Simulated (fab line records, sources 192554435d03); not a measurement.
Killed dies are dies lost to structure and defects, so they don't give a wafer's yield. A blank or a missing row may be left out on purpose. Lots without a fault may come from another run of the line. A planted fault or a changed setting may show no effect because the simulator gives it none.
Split-lot experiment | flow n5_finfet | 7 lots, 21 wafers read, on a route of 1938 steps

THE SPLIT
At N5_DUMMY_GATE_COAT_28 (time 60 s, resist thk 10 nm), the setting spin_rpm was moved away from the recipe's 1500 rpm on 7 of the 21 wafers read, by -10.3% to +9.7%. The other wafers ran this setting at the recipe's value.

The reading is taken at the split's own step.

THE READING
underlayer_of_DUMMY_GATE_COAT_28.thk_nm (the simulator's own value, which no gauge read), in nm, at N5_DUMMY_GATE_COAT_28 (time 60 s, resist thk 10 nm). The file gives no usual value for it.

wafer  | tool, chamber at the split | spin_rpm as run, rpm | against the recipe | underlayer_of_DUMMY_GATE_COAT_28.thk_nm, nm | against lot-mates on the recipe
L085.1 | litho_track-05, 0          | 1645                 | +9.7%              | 9.6                                         | -0.4
L085.6 | litho_track-05, 0          | 1645                 | +9.7%              | 9.6                                         | -0.4
L085.5 | litho_track-05, 0          | 1500                 | recipe             | 10                                          | -
L086.2 | litho_track-02, 0          | 1346                 | -10.3%             | 10.6                                        | +0.6
L086.3 | litho_track-02, 0          | 1500                 | recipe             | 10                                          | -
L086.6 | litho_track-02, 0          | 1500                 | recipe             | 10                                          | -
L087.1 | litho_track-03, 0          | 1500                 | recipe             | 10                                          | -
L087.4 | litho_track-03, 0          | 1500                 | recipe             | 10                                          | -
L087.5 | litho_track-03, 0          | 1572                 | +4.8%              | 9.8                                         | -0.2
L089.1 | litho_track-02, 0          | 1500                 | recipe             | 10                                          | -
L089.5 | litho_track-02, 0          | 1500                 | recipe             | 10                                          | -
L089.3 | litho_track-02, 0          | 1374                 | -8.4%              | 10.4                                        | +0.4
L093.1 | litho_track-05, 0          | 1500                 | recipe             | 10                                          | -
L093.2 | litho_track-05, 0          | 1500                 | recipe             | 10                                          | -
L093.4 | litho_track-05, 0          | 1500                 | recipe             | 10                                          | -
L095.1 | litho_track-03, 0          | 1500                 | recipe             | 10                                          | -
L095.2 | litho_track-03, 0          | 1500                 | recipe             | 10                                          | -
L095.4 | litho_track-03, 0          | 1500                 | recipe             | 10                                          | -
L096.1 | litho_track-05, 0          | 1554                 | +3.6%              | 9.8                                         | -0.2
L096.3 | litho_track-05, 0          | 1554                 | +3.6%              | 9.8                                         | -0.2
L096.4 | litho_track-05, 0          | 1500                 | recipe             | 10                                          | -

THE FIT
A straight line over all 21 wafers: underlayer_of_DUMMY_GATE_COAT_28.thk_nm changes by -0.048 nm for each +1% of spin_rpm; r = -0.99; the points scatter about the line by 0.032 nm.
The same after taking each lot's own level away (the mean of its wafers on the recipe; 21 wafers): -0.048 nm for each +1%; r = -0.99; scatter 0.032 nm.
On that fit, the largest move of spin_rpm shifts the reading by 0.49 nm.
The lots' own levels span 10.00 to 10.00 nm.
So the lot-to-lot level changes the slope little: the two slopes agree.
Check: with one of the wafers moved furthest among these (-10.3%) left out of the fit, the line predicts +0.453 nm for it against its lot-mates. It came out at +0.6 nm against them.

OTHER SPLITS ON THESE WAFERS
These wafers also went through other splits before the reading. Each is held against what the fit with the lots' levels taken away leaves over:
other split on the same wafers | wafers away from the commonest value | r with underlayer_of_DUMMY_GATE_COAT_28.thk_nm (lot level and that fit taken away)
N5_WELL_APT_PEB_23 peb_temp_c  | 7                                    | -0.09
N5_WELL_APT_DESCUM_30 time_s   | 5                                    | +0.30

THE FILE'S OWN FIT
underlayer_of_DUMMY_GATE_COAT_28.thk_nm changes by -0.0493 nm for each +1% of spin_rpm, r = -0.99.
